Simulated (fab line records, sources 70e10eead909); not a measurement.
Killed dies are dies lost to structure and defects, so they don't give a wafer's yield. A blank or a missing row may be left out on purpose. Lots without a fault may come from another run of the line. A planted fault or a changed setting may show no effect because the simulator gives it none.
Which tool did it? | flow nand_harc | 24 lots, 72 wafers sampled, at 5 steps of a route of 1302

WHAT THE GAUGES READ, wafer by wafer
NHARC_P_M1_INSPECT_27. Usual: raw_defect_count 311, standard deviation 120.
lot  | measured     | on                | raw_defect_count | flag
L074 | day 6 13:51  | defect_inspect-02 | 293 271 199      |
L075 | day 6 20:10  | defect_inspect-01 | 332 257 239      |
L076 | day 7 11:20  | defect_inspect-01 | 462 493 351      |
L077 | day 7 12:11  | defect_inspect-01 | 255 627 466      |
L079 | day 8 09:08  | defect_inspect-01 | 484 223 901      |
L078 | day 8 10:05  | defect_inspect-02 | 375 417 303      |
L080 | day 8 20:20  | defect_inspect-01 | 348 222 253      |
L081 | day 9 09:01  | defect_inspect-01 | 125 194 197      |
L082 | day 9 15:07  | defect_inspect-01 | 311 575 423      |
L083 | day 10 01:35 | defect_inspect-01 | 220 177 244      |
L084 | day 10 12:58 | defect_inspect-02 | 406 413 303      |
L085 | day 11 03:17 | defect_inspect-01 | 290 371 490      |
L086 | day 11 07:22 | defect_inspect-02 | 352 468 360      |
L087 | day 11 16:44 | defect_inspect-01 | 174 189 394      |
L088 | day 12 09:02 | defect_inspect-02 | 228 295 209      |
L089 | day 12 10:28 | defect_inspect-01 | 130 431 182      |
L090 | day 13 08:26 | defect_inspect-02 | 557 412 183      |
L091 | day 13 09:15 | defect_inspect-01 | 358 487 324      |
L092 | day 13 16:41 | defect_inspect-02 | 332 511 364      |
L093 | day 14 07:35 | defect_inspect-01 | 167 161 186      |
L094 | day 14 11:57 | defect_inspect-02 | 222 321 344      |
L095 | day 15 11:38 | defect_inspect-02 | 171 291 254      |
L096 | day 15 15:49 | defect_inspect-02 | 349 243 328      |
L097 | day 16 01:58 | defect_inspect-02 | 189 370 194      |

NHARC_P_M2_THK_MEAS_24: measures by xrf. Usual: thk_nm 144.5 nm, standard deviation 1.5.
lot  | measured     | on            | thk_nm (nm)       | flag
L074 | day 6 18:14  | film_metro-01 | 141.8 143.7 145.0 |
L075 | day 7 00:35  | film_metro-02 | 145.0 144.8 144.2 |
L076 | day 7 15:14  | film_metro-01 | 143.1 144.0 144.0 |
L077 | day 7 16:32  | film_metro-01 | 146.8 146.7 145.6 |
L079 | day 8 13:08  | film_metro-01 | 147.2 144.5 146.9 |
L078 | day 8 13:59  | film_metro-02 | 143.8 144.7 143.9 |
L080 | day 9 00:21  | film_metro-01 | 144.6 144.9 144.4 |
L081 | day 9 12:56  | film_metro-01 | 144.7 145.7 144.7 |
L082 | day 9 19:09  | film_metro-02 | 147.2 145.6 146.6 |
L083 | day 10 05:29 | film_metro-01 | 144.3 144.4 144.9 |
L084 | day 10 16:51 | film_metro-01 | 145.2 144.3 146.7 |
L085 | day 11 07:31 | film_metro-02 | 144.1 142.8 143.0 |
L086 | day 11 11:22 | film_metro-02 | 141.8 141.1 142.3 |
L087 | day 11 20:50 | film_metro-01 | 144.8 146.3 143.7 |
L088 | day 12 13:02 | film_metro-01 | 143.7 144.0 147.4 |
L089 | day 12 14:21 | film_metro-01 | 145.6 143.3 146.3 |
L090 | day 13 12:34 | film_metro-01 | 144.1 144.6 144.5 |
L091 | day 13 13:14 | film_metro-01 | 145.3 144.1 142.9 |
L092 | day 13 20:41 | film_metro-01 | 145.2 142.5 145.5 |
L093 | day 14 11:28 | film_metro-02 | 145.9 143.9 143.5 |
L094 | day 14 16:05 | film_metro-01 | 145.9 146.0 146.7 |
L095 | day 15 15:37 | film_metro-01 | 143.5 141.4 145.3 |
L096 | day 15 19:49 | film_metro-02 | 146.2 143.5 145.8 |
L097 | day 16 05:58 | film_metro-01 | 143.2 145.1 143.4 |

WHICH TOOL RAN EACH LOT (tool, then ch and the chambers of the sampled wafers, then the start)
lot  | NHARC_P_M1_STRIP_18                | NHARC_P_M1_DEGAS_29          | NHARC_P_M2_ETCH_35
L074 | rie_diel-10 ch 2,3, day 6 11:40    | pvd_sputter-01, day 6 12:18  | rie_diel-02 ch 0,2,3, day 6 15:53
L075 | rie_diel-10 ch 1,2,3, day 6 18:00  | pvd_sputter-03, day 6 18:37  | rie_diel-02 ch 0,2,3, day 6 21:55
L076 | rie_diel-10 ch 0,1,3, day 7 09:11  | pvd_sputter-02, day 7 09:47  | rie_diel-01 ch 2,3, day 7 12:53
L077 | rie_diel-09 ch 0,1,3, day 7 10:00  | pvd_sputter-01, day 7 10:38  | rie_diel-01 ch 1,2,3, day 7 13:43
L079 | rie_diel-10 ch 0,1,3, day 8 06:53  | pvd_sputter-01, day 8 07:35  | rie_diel-01 ch 2,3, day 8 10:47
L078 | rie_diel-10 ch 0,1, day 8 07:41    | pvd_sputter-01, day 8 08:32  | rie_diel-01 ch 0,1,3, day 8 11:38
L080 | rie_diel-10 ch 1,2, day 8 18:10    | pvd_sputter-03, day 8 18:48  | rie_diel-02 ch 0,1,2, day 8 22:01
L081 | rie_diel-09 ch 1,2,3, day 9 06:48  | pvd_sputter-03, day 9 07:26  | rie_diel-01 ch 0,1, day 9 10:34
L082 | rie_diel-06 ch 0,1,2, day 9 12:57  | pvd_sputter-01, day 9 13:34  | rie_diel-11 ch 0,2,3, day 9 16:47
L083 | rie_diel-10 ch 0,2,3, day 9 23:24  | pvd_sputter-03, day 10 00:01 | rie_diel-02 ch 0,1,3, day 10 03:08
L084 | rie_diel-06 ch 1,2, day 10 10:47   | pvd_sputter-03, day 10 11:25 | rie_diel-11 ch 0,3, day 10 14:31
L085 | rie_diel-09 ch 0,1,3, day 11 00:50 | pvd_sputter-03, day 11 01:27 | rie_diel-01 ch 0,3, day 11 04:59
L086 | rie_diel-09 ch 0,1,2, day 11 05:14 | pvd_sputter-03, day 11 05:51 | rie_diel-11 ch 0,3, day 11 09:02
L087 | rie_diel-06 ch 0,2, day 11 14:33   | pvd_sputter-02, day 11 15:10 | rie_diel-01 ch 2,3, day 11 18:25
L088 | rie_diel-10 ch 0,1,2, day 12 06:55 | pvd_sputter-02, day 12 07:30 | rie_diel-11 ch 0,3, day 12 10:42
L089 | rie_diel-10 ch 1,2,3, day 12 08:20 | pvd_sputter-03, day 12 08:55 | rie_diel-11 ch 0,1, day 12 12:01
L090 | rie_diel-10 ch 1,2,3, day 13 06:14 | pvd_sputter-01, day 13 06:52 | rie_diel-02 ch 0,1,2, day 13 10:06
L091 | rie_diel-06 ch 0,1, day 13 07:04   | pvd_sputter-03, day 13 07:41 | rie_diel-11 ch 0,1, day 13 10:55
L092 | rie_diel-06 ch 0,3, day 13 14:28   | pvd_sputter-01, day 13 15:08 | rie_diel-01 ch 1,2, day 13 18:21
L093 | rie_diel-10 ch 1,3, day 14 05:23   | pvd_sputter-02, day 14 06:02 | rie_diel-11 ch 1,3, day 14 09:08
L094 | rie_diel-06 ch 2,3, day 14 09:47   | pvd_sputter-02, day 14 10:24 | rie_diel-02 ch 1,3, day 14 13:37
L095 | rie_diel-09 ch 0,1,2, day 15 09:25 | pvd_sputter-01, day 15 10:03 | rie_diel-01 ch 1,2, day 15 13:18
L096 | rie_diel-06 ch 0,1,2, day 15 13:37 | pvd_sputter-01, day 15 14:15 | rie_diel-01 ch 0,1,2, day 15 17:29
L097 | rie_diel-10 ch 2,3, day 15 23:28   | pvd_sputter-01, day 16 00:07 | rie_diel-02 ch 1,2, day 16 03:38
- NHARC_P_M1_STRIP_18: strips in N2/H2.
- NHARC_P_M1_DEGAS_29: time 60 s.
- NHARC_P_M2_ETCH_35: etches the open film in N2/H2, target depth 40 nm, overetch 12 nm, time 43.94 s.

WHAT THE TOOLS THEMSELVES READ (means of the sampled wafers that have a number; where no wafer has one, the mark that the record gives instead)
NHARC_P_M1_STRIP_18. Usual: drypump_motor_current_A 5.6 A, standard deviation 0.41; oes_product_au 0.997 a.u., standard deviation 0.011; rf_vpp_V 90.9 V, standard deviation 0.99; showerhead_plenum_p_Torr 2.06 Torr, standard deviation 0.078; throttle_valve_pct 14.173 %, standard deviation 0.0093.
lot  | tool        | drypump_motor_current_A (A) | oes_product_au (a.u.) | rf_vpp_V (V) | showerhead_plenum_p_Torr (Torr) | throttle_valve_pct (%) | flag
L074 | rie_diel-10 | 5.4                         | 0.999                 | 91.2         | 2.03                            | 14.182                 |
L075 | rie_diel-10 | 5.3                         | 0.998                 | 91.1         | 2.05                            | 14.172                 |
L076 | rie_diel-10 | 5.7                         | 0.998                 | 91.1         | 2.10                            | 14.164                 |
L077 | rie_diel-09 | 5.8                         | 1.009                 | 90.9         | 2.07                            | 14.170                 |
L079 | rie_diel-10 | 5.7                         | 1.002                 | 91.5         | 2.10                            | 14.161                 |
L078 | rie_diel-10 | 5.5                         | 0.994                 | 91.4         | 2.12                            | 14.163                 |
L080 | rie_diel-10 | 5.2                         | 1.005                 | 90.8         | 2.07                            | 14.163                 |
L081 | rie_diel-09 | 5.8                         | 1.004                 | 90.5         | 2.04                            | 14.182                 |
L082 | rie_diel-06 | 5.7                         | 0.991                 | 90.3         | 2.06                            | 14.179                 |
L083 | rie_diel-10 | 5.4                         | 0.993                 | 91.5         | 2.06                            | 14.171                 |
L084 | rie_diel-06 | 5.9                         | 0.993                 | 90.8         | 2.00                            | 14.179                 |
L085 | rie_diel-09 | 5.8                         | 1.008                 | 90.9         | 2.06                            | 14.174                 |
L086 | rie_diel-09 | 6.0                         | 1.006                 | 90.2         | 2.11                            | 14.175                 |
L087 | rie_diel-06 | 5.5                         | 0.998                 | 91.2         | 2.09                            | 14.167                 |
L088 | rie_diel-10 | 5.3                         | 0.996                 | 91.7         | 2.08                            | 14.184                 |
L089 | rie_diel-10 | 5.3                         | 0.988                 | 92.2         | 2.05                            | 14.174                 |
L090 | rie_diel-10 | 5.3                         | 0.987                 | 91.1         | 2.04                            | 14.166                 |
L091 | rie_diel-06 | 5.6                         | 0.999                 | 90.5         | 2.08                            | 14.176                 |
L092 | rie_diel-06 | 5.3                         | 0.980                 | 90.7         | 2.00                            | 14.170                 |
L093 | rie_diel-10 | 5.6                         | 0.995                 | 91.2         | 2.06                            | 14.168                 |
L094 | rie_diel-06 | 5.8                         | 0.984                 | 90.0         | 1.96                            | 14.176                 |
L095 | rie_diel-09 | 6.0                         | 0.993                 | 91.4         | 2.10                            | 14.176                 |
L096 | rie_diel-06 | 5.7                         | 1.001                 | 91.0         | 2.06                            | 14.181                 |
L097 | rie_diel-10 | 5.4                         | 0.995                 | 91.4         | 2.02                            | 14.167                 |

NHARC_P_M1_DEGAS_29. Usual: heater_power_w 347 W, standard deviation 34.
lot  | tool           | heater_power_w (W) | flag
L074 | pvd_sputter-01 | 351                |
L075 | pvd_sputter-03 | 317                |
L076 | pvd_sputter-02 | 394                |
L077 | pvd_sputter-01 | 340                |
L079 | pvd_sputter-01 | 346                |
L078 | pvd_sputter-01 | 367                |
L080 | pvd_sputter-03 | 317                |
L081 | pvd_sputter-03 | 303                |
L082 | pvd_sputter-01 | 342                |
L083 | pvd_sputter-03 | 337                |
L084 | pvd_sputter-03 | 333                |
L085 | pvd_sputter-03 | 321                |
L086 | pvd_sputter-03 | 325                |
L087 | pvd_sputter-02 | 383                |
L088 | pvd_sputter-02 | 384                |
L089 | pvd_sputter-03 | 305                |
L090 | pvd_sputter-01 | 350                |
L091 | pvd_sputter-03 | 332                |
L092 | pvd_sputter-01 | 330                |
L093 | pvd_sputter-02 | 398                |
L094 | pvd_sputter-02 | 385                |
L095 | pvd_sputter-01 | 353                |
L096 | pvd_sputter-01 | 361                |
L097 | pvd_sputter-01 | 339                |

NHARC_P_M2_ETCH_35. Usual: drypump_motor_current_A 5.7 A, standard deviation 0.36; oes_product_au 0.998 a.u., standard deviation 0.014; rf_vpp_V 431.2 V, standard deviation 2.8; showerhead_plenum_p_Torr 2.07 Torr, standard deviation 0.095; throttle_valve_pct 14.171 %, standard deviation 0.0085.
lot  | tool        | drypump_motor_current_A (A) | oes_product_au (a.u.) | rf_vpp_V (V) | showerhead_plenum_p_Torr (Torr) | throttle_valve_pct (%) | flag
L074 | rie_diel-02 | 5.7                         | 1.000                 | 429.3        | 1.99                            | 14.169                 |
L075 | rie_diel-02 | 5.7                         | 0.997                 | 428.9        | 1.99                            | 14.176                 |
L076 | rie_diel-01 | 5.6                         | 1.003                 | 431.7        | 2.07                            | 14.174                 |
L077 | rie_diel-01 | 5.9                         | 1.011                 | 431.2        | 2.09                            | 14.167                 |
L079 | rie_diel-01 | 5.6                         | 1.009                 | 431.1        | 2.07                            | 14.164                 |
L078 | rie_diel-01 | 6.0                         | 1.007                 | 433.1        | 2.13                            | 14.167                 |
L080 | rie_diel-02 | 5.5                         | 0.994                 | 429.9        | 2.00                            | 14.177                 |
L081 | rie_diel-01 | 6.1                         | 1.009                 | 432.8        | 2.13                            | 14.174                 |
L082 | rie_diel-11 | 5.9                         | 0.995                 | 433.3        | 2.13                            | 14.174                 |
L083 | rie_diel-02 | 5.7                         | 1.005                 | 426.9        | 1.92                            | 14.176                 |
L084 | rie_diel-11 | 5.5                         | 0.997                 | 433.3        | 2.14                            | 14.180                 |
L085 | rie_diel-01 | 5.8                         | 0.999                 | 434.0        | 2.15                            | 14.176                 |
L086 | rie_diel-11 | 5.9                         | 0.999                 | 434.1        | 2.17                            | 14.173                 |
L087 | rie_diel-01 | 5.7                         | 0.994                 | 432.0        | 2.09                            | 14.175                 |
L088 | rie_diel-11 | 5.9                         | 1.008                 | 434.9        | 2.17                            | 14.164                 |
L089 | rie_diel-11 | 5.4                         | 0.984                 | 430.4        | 2.01                            | 14.176                 |
L090 | rie_diel-02 | 5.5                         | 0.983                 | 429.8        | 2.00                            | 14.177                 |
L091 | rie_diel-11 | 5.2                         | 0.997                 | 431.9        | 2.06                            | 14.170                 |
L092 | rie_diel-01 | 6.0                         | 1.004                 | 432.0        | 2.08                            | 14.166                 |
L093 | rie_diel-11 | 5.7                         | 0.987                 | 431.7        | 2.04                            | 14.166                 |
L094 | rie_diel-02 | 5.7                         | 1.000                 | 425.9        | 1.90                            | 14.162                 |
L095 | rie_diel-01 | 6.1                         | 1.004                 | 432.1        | 2.08                            | 14.170                 |
L096 | rie_diel-01 | 5.9                         | 1.000                 | 432.3        | 2.11                            | 14.161                 |
L097 | rie_diel-02 | 5.6                         | 0.993                 | 431.6        | 2.06                            | 14.165                 |

THE ANSWER, worked out from the rows above alone
Rule: a lot is off if the mean of its wafers that have a number lies more than 3 standard deviations from the usual mean. A lot without any number at a reading at which 4 lots or more have one is off too. The other lots that the step has rows for count as sound. The gauges are gone through in route order, then the tools' own readings, and for those a lot's mean is taken as printed above. The first step at which some lot is off is used, and at that step the reading that is off furthest; a lot without a number counts as furthest.
No lot is off at any reading shown: from this, nothing can be told.

WHAT THE SIMULATOR HAD PUT IN
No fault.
